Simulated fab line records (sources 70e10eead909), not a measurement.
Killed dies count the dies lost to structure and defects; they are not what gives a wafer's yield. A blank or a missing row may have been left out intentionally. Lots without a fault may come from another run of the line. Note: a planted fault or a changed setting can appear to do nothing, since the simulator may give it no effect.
fab line records | flow nandHarc
[record] lots = 5 wafers = 15 lastDay = 33
route steps=1302 shown A_BONDPAD@1216 HYBRID_BOND@1237 THIN_TSV@1244 END@1302
lots untouched by any fault: they come from a run of this same line in which no faults occurred
startH: the number of hours between the record's first day and the start of the first shown wafer of the lot | waitH: how many hours have passed since the lot's step before this one | " identical to the entry in the row above | L1.1+2: several wafers, shown together as one row | - value missing, or start not given | * or withheld: withheld | < > ~ a bound
route shown NAME@n: names a module that has steps shown in the file, with the first one's number in the route | usual: average and standard deviation across the fault-free wafers | same: alike in all rows | chamber/n: place in a boat | sites: the reading at each site | _std_site: the standard deviation of these | _edge_site: inner sites' mean taken away from outer sites' mean | radiusMm: how far each site lies from the wafer's centre | mask NAME#n: copy n | behind: the last tool/chamber to shape the wafer | hold: cause of the lot's hold/its duration in hours/its outcome | device: the n, p or np transistor that did not switch | end of line: tests of these same wafers at the route's end | where a step has no rows: the recipe by itself | killed: the dies lost at the first sort to structure and to defects; this is not the yield of the wafer | map: per-die view of a wafer (x killed, . not killed, _ where there is no die)
set.NAME: the run value of the setting; set.NAME@STEP: its run value at that earlier step | model.NAME: the simulator's own value behind a step, which no gauge read
lots at some steps of the route; a table a step, a row a wafer
services: a tool's chamber out of use, with start hour (startH, from the record's first day; less than 0 if before it), hours out, and reason
[[steps]]
[step NHARC_A_BONDPAD_OVL_MEAS_35]
[usual] overlayXNm = 1/6.4 overlayYNm = -1/6
// columns lot.wafer tool chamber startH waitH overlayXNm overlayYNm
L935.1 overlay-02 - 603.85 - 5 -9
L935.2 " - " " 5 -9
L935.5 " - " " 5 -9
L937.4 overlay-01 - 612.23 - -5 -3
L937.5 " - " " -4 -3
L937.6 " - " " -4 -4
L944.3 overlay-02 - 677.45 - 3 -2
L944.5 " - " " 2 -1
L944.6 " - " " 3 -2
L947.4 overlay-02 - 722.71 - -12 0
L947.5 " - " " -12 0
L947.6 " - " " -11 0
L951.3 overlay-01 - 763.38 - -7 -4
L951.4 " - " " -8 -3
L951.6 " - " " -8 -3
[step NHARC_A_BONDPAD_HARDBAKE_10]
[recipe] tempC = 118 timeS = 65
[step NHARC_A_BONDPAD_DESCUM_11]
[recipe] timeS = 3 o2FlowSccm = 200 arFlowSccm = 0 biasPowerW = 0 chemistry = O2
[usual] drypumpMotorCurrentA = 5.6/0.45 oesProductAu = 1.000/0.0099 rfVppV = 57.7/0.83 showerheadPlenumPTorr = 1.89/0.052 throttleValvePct = 11.311/0.0088
// columns lot.wafer tool chamber startH waitH drypumpMotorCurrentA oesProductAu rfHoursCounterH rfVppV showerheadPlenumPTorr throttleValvePct
L935.2 rieDiel-07 1 603.99 - 5.8 1.007 37 59.0 2.03 11.315
L935.1 " 2 " " 5.2 0.999 41 56.4 1.82 11.319
L935.5 " 1 " " 5.9 1.024 - 56.9 2.03 11.307
L937.4 rieDiel-06 2 612.36 - 5.8 1.004 4 58.0 1.84 11.307
L937.6 " 1 " " 5.2 0.995 - 59.2 1.89 11.318
L937.5 " 2 " " 5.8 1.003 - 56.9 1.84 11.300
L944.3 rieDiel-08 0 677.58 - 6.8 1.024 21 60.1 1.96 11.318
L944.5 " 3 " " 5.3 1.021 - 58.9 1.81 11.318
L944.6 " 0 " " 6.8 1.011 - 57.1 1.96 11.306
L947.4 rieDiel-06 1 722.84 - 5.2 0.988 1 57.6 1.89 11.301
L947.6 " 3 " " 5.1 0.993 - 57.2 1.87 11.313
L947.5 " 0 " " 6.0 0.993 - 57.9 1.93 11.328
L951.4 rieDiel-06 0 763.50 - 6.0 1.002 3 58.9 1.93 11.315
L951.3 " 1 " " 5.2 0.992 3 58.3 1.88 11.302
L951.6 " 0 " " 6.0 0.998 - 58.9 1.93 11.312
[step NHARC_A_BONDPAD_ETCH_34]
[recipe] targetDepthA = 600 overetchA = 180 timeS = 65.91 ionEnergyEv = 200 n2FlowSccm = 150 h2FlowSccm = 150 arFlowSccm = 0 rfW = 400 biasW = 150 chemistry = N2/H2
[step NHARC_A_BONDPAD_ETCH_12]
[recipe] targetDepthA = 2200 timeS = 110 chf3FlowSccm = 50 o2FlowSccm = 10 arFlowSccm = 200 rfW = 500 biasW = 200 chemistry = CHF3/O2
[usual] drypumpMotorCurrentA = 5.6/0.45 oesProductAu = 0.946/0.023 rfVppV = 370.0/1.5 showerheadPlenumPTorr = 2.37/0.062 throttleValvePct = 20.572/0.0096
// columns lot.wafer tool chamber startH waitH drypumpMotorCurrentA oesProductAu rfHoursCounterH rfVppV showerheadPlenumPTorr throttleValvePct
L935.1 rieDiel-07 1 - - 5.8 0.942 37 374.1 2.54 20.579
L935.2 " 3 " " 5.4 0.910 41 372.4 2.53 20.555
L935.5 " 2 " " 5.2 0.927 - 368.6 2.29 20.578
L937.4 rieDiel-06 3 - - 5.1 0.986 4 370.9 2.35 20.586
L937.6 " 0 " " 6.0 0.977 - 371.0 2.43 20.563
L937.5 " 1 " " 5.2 0.955 - 369.8 2.37 20.572
L944.3 rieDiel-08 2 - - 5.3 0.925 22 368.0 2.31 20.577
L944.6 " 0 " " 6.8 0.925 - 370.5 2.46 20.573
L944.5 " 1 " " 5.8 0.922 - 370.4 2.42 20.562
L947.4 rieDiel-06 0 - - 6.0 0.952 1 370.8 2.43 20.578
L947.6 " 0 " " 6.1 0.958 - 372.8 2.43 20.536
L947.5 " 1 " " 5.2 0.960 - 370.1 2.37 20.559
L951.3 rieDiel-06 1 - - 5.2 0.908 3 370.4 2.37 20.562
L951.4 " 2 " " 5.8 0.922 3 369.8 2.32 20.579
L951.6 " 1 " " 5.2 0.914 - 369.2 2.37 20.558
[step NHARC_A_BONDPAD_CD_MEAS_13]
[usual] cdNm = 500.1/1.9
// columns lot.wafer tool chamber startH waitH cdNm
L935.1 cdSem-02 - 604.29 - 501.0
L935.2 " - " " 499.9
L935.5 " - " " 502.8
L937.4 cdSem-03 - 612.67 - 504.2
L937.5 " - " " 498.6
L937.6 " - " " 499.2
L944.3 cdSem-02 - 677.89 - 499.6
L944.5 " - " " 499.9
L944.6 " - " " 500.1
L947.4 cdSem-03 - 723.15 - 499.4
L947.5 " - " " 497.6
L947.6 " - " " 502.0
L951.3 cdSem-03 - 763.82 - 502.2
L951.4 " - " " 500.9
L951.6 " - " " 498.3
[step NHARC_A_BONDPAD_STRIP_15]
[recipe] o2FlowSccm = 500 arFlowSccm = 0 biasW = 0 chemistry = O2
[step NHARC_A_BONDPAD_ETCH_24]
[recipe] targetDepthA = 300 overEtchFrac = 0.3 timeS = 72.99 ionEnergyEv = 150 cf4FlowSccm = 50 n2FlowSccm = 100 arFlowSccm = 150 rfW = 300 biasW = 100 chemistry = CF4/N2
[step NHARC_A_BONDPAD_STRIP_16]
[recipe] timeS = 600 tempC = 30 chemistry = postEtchResidueRemover
[step NHARC_A_BONDPAD_DEGAS_25]
[recipe] tempC = 300 timeS = 60
[usual] heaterPowerW = 467/49 susceptorTempC = 299.99/0.19
// columns lot.wafer tool chamber startH waitH heaterPowerW susceptorTempC
L935.1 pvdSputter-03 - 604.91 - 543 299.65
L935.2 " - " " 552 299.89
L935.5 " - " " 449 299.84
L937.4 pvdSputter-01 - 613.29 - 463 300.36
L937.6 " - " " 463 300.27
L937.5 " - " " 408 299.96
L944.3 pvdSputter-03 - 678.52 - 553 -
L944.5 " - " " 444 -
L944.6 " - " " 451 -
L947.4 pvdSputter-03 - 723.78 - 552 299.91
L947.6 " - " " 447 299.79
L947.5 " - " " 572 299.87
L951.3 pvdSputter-02 - 764.45 - 476 300.16
L951.4 " - " " 450 299.67
L951.6 " - " " 455 299.73
[step NHARC_A_BONDPAD_PRE_CLEAN_26]
[recipe] timeS = 30 tempC = 280 gas = H2/He
[step NHARC_A_BONDPAD_PVD_17]
[recipe] targetThkA = 50 biasV = 168.6 powerW = 15000 chamberPressurePa = 0.12 timeS = 8.06 substrateTempC = 50 material = TaN
[step NHARC_A_BONDPAD_PVD_27]
[recipe] targetThkA = 300 chamberPressurePa = 5 powerW = 5000 substrateTempC = 30 timeS = 20.49 material = Cu
[usual] throttleValvePct = 29.7/1.1
// columns lot.wafer tool chamber startH waitH throttleValvePct
L935.2 pvdSputter-03 - 605.14 - 29.5
L935.1 " - " " 30.0
L935.5 " - " " 29.6
L937.4 pvdSputter-01 - 613.52 - 29.7
L937.5 " - " " 29.8
L937.6 " - " " 30.4
L944.3 pvdSputter-03 - 678.76 - 30.0
L944.5 " - " " 29.2
L944.6 " - " " 30.1
L947.4 pvdSputter-03 - 724.02 - 29.0
L947.5 " - " " 28.1
L947.6 " - " " 30.3
L951.3 pvdSputter-02 - 764.66 - 29.6
L951.4 " - " " 28.4
L951.6 " - " " 29.8
[step NHARC_A_BONDPAD_ECD_18]
[recipe] targetThkA = 4000 bathTempC = 25 material = Cu
[step NHARC_A_BONDPAD_ANNEAL_28]
[recipe] tempC = 225 timeS = 90
[usual] wafer_temp_C_max = 225.9/0.32
// columns lot.wafer tool chamber startH waitH wafer_temp_C_max
L935.1 rtpAnneal-01 0 605.64 - 225.9
L935.2 " 0 " " 225.8
L935.5 " 0 " " 225.7
L937.4 rtpAnneal-01 0 614.19 0.3 225.5
L937.5 " 0 " " 225.5
L937.6 " 0 " " 225.4
L944.3 rtpAnneal-01 0 679.35 0.3 225.6
L944.5 " 0 " " 225.7
L944.6 " 0 " " 225.8
L947.4 rtpAnneal-01 0 724.68 0.3 225.6
L947.5 " 0 " " 225.7
L947.6 " 0 " " 225.4
L951.3 rtpAnneal-01 0 765.28 - 226.0
L951.4 " 0 " " 226.4
L951.6 " 0 " " 226.7
[step NHARC_A_BONDPAD_CMP_19]
[recipe] tOverpolishS = 30 cuRecessTouchS = 16 targetThkNm = 169.82
[step NHARC_A_BONDPAD_SRD_21]
[recipe] timeS = 30 tempC = 23 dryTimeS = 20 spinRpm = 1500
[step NHARC_HYBRID_BOND_ACTIVATE_00]
[recipe] timeS = 60 n2FlowSccm = 200 arFlowSccm = 0 biasPowerW = 0 chemistry = N2
[usual] drypumpMotorCurrentA = 5.48/0.28 oesProductAu = 1.003/0.0096 rfVppV = 64.0/0.95 showerheadPlenumPTorr = 1.74/0.054
// columns lot.wafer tool chamber startH waitH drypumpMotorCurrentA oesProductAu rfHoursCounterH rfVppV showerheadPlenumPTorr
L935.1 rieDiel-10 3 606.57 0.1 5.77 0.995 0 62.6 1.71
L935.2 " 0 " " 5.32 0.999 0 64.7 1.81
L935.5 " 0 " " 5.31 1.005 - 63.8 1.81
L937.4 rieDiel-10 1 615.01 0.1 5.08 1.005 1 64.3 1.68
L937.6 " 3 " " 5.77 0.999 - 64.9 1.71
L937.5 " 0 " " 5.32 1.009 - 64.9 1.81
L944.3 rieDiel-04 1 680.19 0.1 5.45 0.986 45 63.6 1.84
L944.6 " 0 " " 5.79 1.004 - 65.4 1.86
L944.5 " 1 " " 5.46 1.000 - 64.3 1.84
L947.4 rieDiel-10 0 725.46 0.1 5.27 0.990 9 63.3 1.81
L947.5 " 0 " " 5.29 1.007 - 62.0 1.81
L947.6 " 1 " " 5.08 1.005 - 61.8 1.68
L951.3 rieDiel-10 1 766.13 0.1 5.09 0.999 16 63.0 1.68
L951.4 " 2 " " 5.57 1.006 17 64.6 1.73
L951.6 " 1 " " 5.09 1.008 - 63.5 1.68
[step NHARC_HYBRID_BOND_PRECLEAN_01]
[recipe] timeS = 300 tempC = 23 chemistry = DIW
[step NHARC_HYBRID_BOND_SRD_02]
[recipe] timeS = 30 tempC = 23 dryTimeS = 20 spinRpm = 1500
[step NHARC_HYBRID_BOND_BOND_03]
[recipe] tempC = 25
[step NHARC_HYBRID_BOND_ANNEAL_04]
[recipe] tempC = 300 timeS = 7200 rampUpCPerMin = 5 rampDownCPerMin = 3 idleTempC = 100 pressureAtm = 1
[step NHARC_HYBRID_BOND_OVL_MEAS_05]
[usual] overlayXNm = 3/34 overlayYNm = -3/31
// columns lot.wafer tool chamber startH waitH overlayXNm overlayYNm
L935.1 overlay-01 - 619.48 0.4 41 -24
L935.2 " - " " 2 4
L935.5 " - " " -72 15
L937.4 overlay-02 - 624.19 0.4 -21 -85
L937.5 " - " " -4 34
L937.6 " - " " -9 -20
L944.3 overlay-02 - 690.23 0.4 9 -1
L944.5 " - " " 8 30
L944.6 " - " " -93 21
L947.4 overlay-02 - 735.58 0.4 -50 47
L947.5 " - " " 4 -55
L947.6 " - " " 19 19
L951.3 overlay-02 - 773.74 0.4 38 -27
L951.4 " - " " 61 -70
L951.6 " - " " 27 -5
[step NHARC_THIN_TSV_GRIND_00]
[recipe] targetThkUm = 6
[step NHARC_THIN_TSV_CMP_01]
[recipe] targetThkUm = 3
[step NHARC_THIN_TSV_THK_MEAS_02]
[recipe] thkMeasGauge = ir
[usual] thkNm = 3033/200
// columns lot.wafer tool chamber startH waitH thkNm
L935.1 filmMetro-02 - 621.19 - 3140
L935.2 " - " " 2960
L935.5 " - " " 3447
L937.4 filmMetro-02 - 625.88 - 3300
L937.5 " - " " 2922
L937.6 " - " " 2941
L944.3 filmMetro-01 - 691.91 - 3107
L944.5 " - " " 2921
L944.6 " - " " 3224
L947.4 filmMetro-01 - 746.45 0.2 3135
L947.5 " - " " 2932
L947.6 " - " " 3385
L951.3 filmMetro-02 - 776.63 - 3136
L951.4 " - " " 2687
L951.6 " - " " 2950
[step NHARC_THIN_TSV_SRD_03]
[step NHARC_THIN_TSV_PRECLEAN_41]
[recipe] timeS = * tempC = 50 bathAgeMin = 0 chemistry = SC1
[step NHARC_THIN_TSV_SRD_42]
[step NHARC_THIN_TSV_DEP_43]
[recipe] targetThkA = 13285 tempC = withheld pressureTorr = 6.5 rfW = 900 teosFlowSccm = 161.4 flowSccm = 2650 targetThkNm = 1328.5 gas = O2 material = SiO2
[step NHARC_THIN_TSV_DEHYDRATE_04]
[recipe] tempC = 150 timeS = 120
[step NHARC_THIN_TSV_HMDS_05]
[recipe] timeS = 30
[step NHARC_THIN_TSV_COAT_06]
[recipe] spinRpm = *
[step NHARC_THIN_TSV_SOFTBAKE_07]
[recipe] tempC = 122 timeS = 95
[step NHARC_THIN_TSV_EBR_08]
[step NHARC_THIN_TSV_EXPOSE_09]
[recipe] na = 0.55 doseMj = 30.7 maskId = TSV
[step NHARC_THIN_TSV_PEB_10]
[recipe] pebTempC = 118 pebTimeS = 85
[step NHARC_END_SORT_01]
[recipe] tempC = 25
[usual] defectLimitedYield = 91/3.1 killedAtArray = 57/20 killedAtOther = 1.0/1.5 killedAtPeriphery = 3.5/2.5 killedDies = 62/21 killedOpen = 3.5/1.9 killedShort = 2.4/1.6
[same] grossDies = 677
// columns lot.wafer tool chamber startH waitH defectLimitedYield[%] killedAtArray killedAtOther killedAtPeriphery killedDies killedOpen killedShort
L935.1 prober-01 0 637.79 2.5 87 74 5 6 85 3 2
L935.2 prober-01 0 638.59 2.8 88 76 3 4 83 4 2
L935.5 prober-01 0 640.99 3.7 86 86 5 6 97 3 5
L937.4 prober-01 0 647.98 3.4 75 167 2 3 172 7 3
L937.5 prober-01 0 648.79 3.7 75 165 0 3 168 4 1
L937.6 prober-01 0 649.59 4.0 81 120 1 7 128 4 1
L944.3 prober-02 0 713.25 3.1 91 58 0 4 62 2 2
L944.5 prober-02 0 714.82 3.7 92 51 0 4 55 8 1
L944.6 prober-02 0 715.61 3.9 93 46 0 3 49 1 3
L947.4 prober-01 0 767.37 3.4 90 63 1 2 66 1 7
L947.5 prober-01 0 768.19 3.7 90 70 0 1 71 2 2
L947.6 prober-01 0 769.00 4.1 90 61 1 4 66 1 2
L951.3 prober-01 0 795.10 3.1 92 49 0 5 54 4 1
L951.4 prober-01 0 795.88 3.4 92 47 1 3 51 4 0
L951.6 prober-01 0 797.44 3.9 92 48 0 5 53 3 4
// killed by level:class
L935.1 A_SLIT:chamberFilmFlake=30 A_CHANNEL_HOLE_D1:chamberFilmFlake=28 A_CHANNEL_HOLE_D2:chamberFilmFlake=6 P_CONTACT:chamberFilmFlake=4 THIN_TSV:chamberFilmFlake=4 P_ZERO_WELL:chamberFilmFlake=2 A_WL_FILL:chamberFilmFlake=2 A_ONON_D1:geometricParticle:open=1
L935.2 A_CHANNEL_HOLE_D1:chamberFilmFlake=30 A_SLIT:chamberFilmFlake=25 A_CHANNEL_HOLE_D2:chamberFilmFlake=5 P_CONTACT:chamberFilmFlake=4 A_CONTACT:chamberFilmFlake=4 A_WL_FILL:chamberFilmFlake=3 A_M0:geometricParticle:open=2 A_STAIRCASE:chamberFilmFlake=2
L935.5 A_CHANNEL_HOLE_D1:chamberFilmFlake=43 A_SLIT:chamberFilmFlake=20 A_CHANNEL_HOLE_D2:chamberFilmFlake=12 P_CONTACT:chamberFilmFlake=4 THIN_TSV:chamberFilmFlake=4 A_ONON_D1:geometricParticle:open=2 A_CHANNEL_FILL_D1:geometricParticle:short=2 A_WL_FILL:chamberFilmFlake=2
L937.4 A_BONDPAD:unspecified=91 A_CHANNEL_HOLE_D2:chamberFilmFlake=34 A_SLIT:chamberFilmFlake=23 A_CHANNEL_HOLE_D1:chamberFilmFlake=4 A_DECK1_JOINT:chamberFilmFlake=2 A_WL_FILL:chamberFilmFlake=2 THIN_TSV:chamberFilmFlake=2 P_GATE:geometricParticle:open=1
L937.5 A_BONDPAD:unspecified=94 A_CHANNEL_HOLE_D2:chamberFilmFlake=32 A_SLIT:chamberFilmFlake=26 A_CHANNEL_HOLE_D1:chamberFilmFlake=4 P_ZERO_WELL:chamberFilmFlake=2 A_CHANNEL_FILL_D1:chamberFilmFlake=2 A_DECK1_JOINT:chamberFilmFlake=2 P_M1:geometricParticle:open=1
L937.6 A_BONDPAD:unspecified=47 A_SLIT:chamberFilmFlake=31 A_CHANNEL_HOLE_D2:chamberFilmFlake=27 A_CHANNEL_HOLE_D1:chamberFilmFlake=6 P_GATE:chamberFilmFlake=4 A_CONTACT:chamberFilmFlake=3 P_GATE:geometricParticle:short=1 P_GATE:geometricParticle:open=1
L944.3 A_SLIT:chamberFilmFlake=32 A_CHANNEL_HOLE_D2:chamberFilmFlake=15 A_CHANNEL_HOLE_D1:chamberFilmFlake=4 P_BONDPAD:chamberFilmFlake=2 A_STAIRCASE:chamberFilmFlake=2 A_CONTACT:chamberFilmFlake=2 P_BONDPAD:geometricParticle:open=1 A_SOURCE_PLATE:geometricParticle:short=1
L944.5 A_SLIT:chamberFilmFlake=32 A_CHANNEL_HOLE_D1:chamberFilmFlake=5 A_CHANNEL_HOLE_D2:chamberFilmFlake=5 A_SOURCE_PLATE:geometricParticle:open=3 P_CONTACT:geometricParticle:open=2 P_BONDPAD:chamberFilmFlake=2 A_ONON_D1:geometricParticle:open=1 A_SGD_CUT:geometricParticle:open=1
L944.6 A_SLIT:chamberFilmFlake=21 A_CHANNEL_HOLE_D2:chamberFilmFlake=8 A_CHANNEL_HOLE_D1:chamberFilmFlake=7 P_BONDPAD:chamberFilmFlake=2 A_DECK1_JOINT:chamberFilmFlake=2 A_ONON_D1:geometricParticle:short=1 A_CHANNEL_FILL_D1:geometricParticle:short=1 A_DECK1_JOINT:geometricParticle:short=1
L947.4 A_CHANNEL_HOLE_D2:chamberFilmFlake=26 A_CHANNEL_HOLE_D1:chamberFilmFlake=10 A_STAIRCASE:chamberFilmFlake=7 A_CONTACT:chamberFilmFlake=6 A_SLIT:chamberFilmFlake=5 A_M1:chamberFilmFlake=2 P_M0:geometricParticle:short=1 A_ONON_D1:geometricParticle:open=1
L947.5 A_CHANNEL_HOLE_D2:chamberFilmFlake=32 A_CHANNEL_HOLE_D1:chamberFilmFlake=18 A_STAIRCASE:chamberFilmFlake=10 A_CONTACT:chamberFilmFlake=3 A_CHANNEL_FILL_D2:geometricParticle:short=1 A_WL_FILL:geometricParticle:short=1 A_WL_FILL:geometricParticle:open=1 A_BLC:geometricParticle:open=1
L947.6 A_CHANNEL_HOLE_D2:chamberFilmFlake=27 A_SLIT:chamberFilmFlake=11 A_CHANNEL_HOLE_D1:chamberFilmFlake=10 A_STAIRCASE:chamberFilmFlake=8 P_GATE:chamberFilmFlake=2 P_M0:geometricParticle:open=1 A_CHANNEL_FILL_D2:geometricParticle:short=1 A_M0:geometricParticle:short=1
L951.3 A_SLIT:chamberFilmFlake=36 P_BONDPAD:chamberFilmFlake=3 A_CHANNEL_HOLE_D2:chamberFilmFlake=3 A_CONTACT:chamberFilmFlake=3 P_STI:chamberFilmFlake=2 A_STAIRCASE:chamberFilmFlake=2 A_DECK1_JOINT:geometricParticle:open=1 A_ONON_D2:geometricParticle:open=1
L951.4 A_SLIT:chamberFilmFlake=37 A_CHANNEL_HOLE_D2:chamberFilmFlake=2 A_M1:chamberFilmFlake=2 P_CONTACT:geometricParticle:open=1 P_M0:geometricParticle:open=1 A_ONON_D1:geometricParticle:open=1 A_CHANNEL_FILL_D2:geometricParticle:open=1 P_BONDPAD:chamberFilmFlake=1
L951.6 A_SLIT:chamberFilmFlake=32 A_DECK1_JOINT:chamberFilmFlake=3 A_CHANNEL_HOLE_D2:chamberFilmFlake=3 A_CONTACT:chamberFilmFlake=3 P_STI:chamberFilmFlake=2 P_M0:geometricParticle:open=1 P_M1:geometricParticle:short=1 A_CHANNEL_FILL_D1:geometricParticle:open=1
// map L937.4 (x killed, . not)
____________.____________
_________x......_________
_______.......x..._______
______...........x.______
_____x...........x.._____
____........x........____
____.....x...........____
___...........x.......___
___............xxx....___
__...........x.xx..x...__
__x...........x.xxxxx..__
_..............xxxxx.x.._
_...............xxxx...._
_.........x....xxxx....._
_.......xx.....x..xxx..._
_.....xxxxx....x........_
x..x..xxxxxxx.xxxx.......
....x.xxxxxxx......x.....
.....xxxxxxxx.....x......
.....xxxxxxxx.x..........
....xxxxxxxxxx........x..
_x.xxxxxxxxxx.....x....._
_xxxxxxxxxxxx..........._
_xxx.xxxxxxxx..........._
_.xxxxxxxxxx............_
_.xxx.xxxxxx..x........._
__x....xxxxxx..........__
__xxxx......x..........__
___...x....xx.........___
___...................___
____....x............____
____.................____
_____..............._____
______....x........______
_______..........._______
_________......._________
____________.____________
// map L944.3 (x killed, . not)
____________.____________
_________......._________
_______..........._______
______.............______
_____..............._____
____.................____
____.................____
___............x......___
___...............x...___
__.....................__
__.............x.......__
_..x...................._
_......................._
_......................._
_......................._
_......................._
........................x
...............x.........
...x.......x.............
...........x.............
...........xx............
_..........x.x.x........_
_........xxxxxxx........_
_.........xxxxx........._
_........xxxxxxx........_
_.......xxxxxxxx........_
__.......xxxxxxx.......__
__........xxxxx........__
___........xxx........___
___..........x........___
____.........x....x..____
____x.........x......____
_____x.............._____
______.............______
_______..........._______
_________......._________
____________.____________
[[services]]
// columns tool chamber startH hours kind
pvdSputter-01 - 582.00 10.0 pm
rieDiel-10 - 596.51 9.0 pm
pvdSputter-01 - 622.08 1.7 repair
rieDiel-07 3 624.07 13.7 repair
rieDiel-10 0 628.43 32.5 repair
rieDiel-10 3 631.27 2.1 repair
rieDiel-08 0 632.02 11.3 repair
pvdSputter-02 - 638.14 10.0 pm
rieDiel-06 0 642.59 29.8 repair
rieDiel-10 3 643.46 6.5 repair
rieDiel-10 1 646.94 5.9 repair
rieDiel-07 - 648.20 9.0 pm
pvdSputter-03 - 659.93 7.6 repair
rieDiel-06 - 661.20 9.0 pm
pvdSputter-01 - 662.90 0.6 repair
rieDiel-08 3 663.73 13.8 repair
rieDiel-07 - 671.04 1.6 repair
pvdSputter-01 - 676.09 2.6 repair
rieDiel-10 1 687.78 1.2 repair
rieDiel-06 - 690.87 4.9 repair
pvdSputter-02 - 692.86 8.6 repair
pvdSputter-03 - 704.01 10.0 pm
rieDiel-08 - 721.90 9.0 pm
rieDiel-08 0 737.35 3.4 repair
[[key]]
[firstSign] step = NHARC_END_SORT_01 reading = killedAtArray direction = up sigmas = 4.6 usual = 57 struck = 151
[effect] step = NHARC_END_SORT_01 reading = defectLimitedYield direction = down sigmas = 4.5 usual = 91 struck = 77
[moreKillsBornAt] NHARC_A_BONDPAD_PVD_27@pvdSputter-01 = 232
metAt NHARC_A_BONDPAD_PVD_27
struckWafers L937.4,L937.5,L937.6
alsoFits NHARC_A_BONDPAD_DEGAS_25:pvdSputter-01
[fault] kind = chamberParticleSource tool = pvdSputter-01 chamber = - onsetH = 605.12 steps = NHARC_A_BONDPAD_PVD_27 ratePerVisitCm2 = 1.5818 endH = 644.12
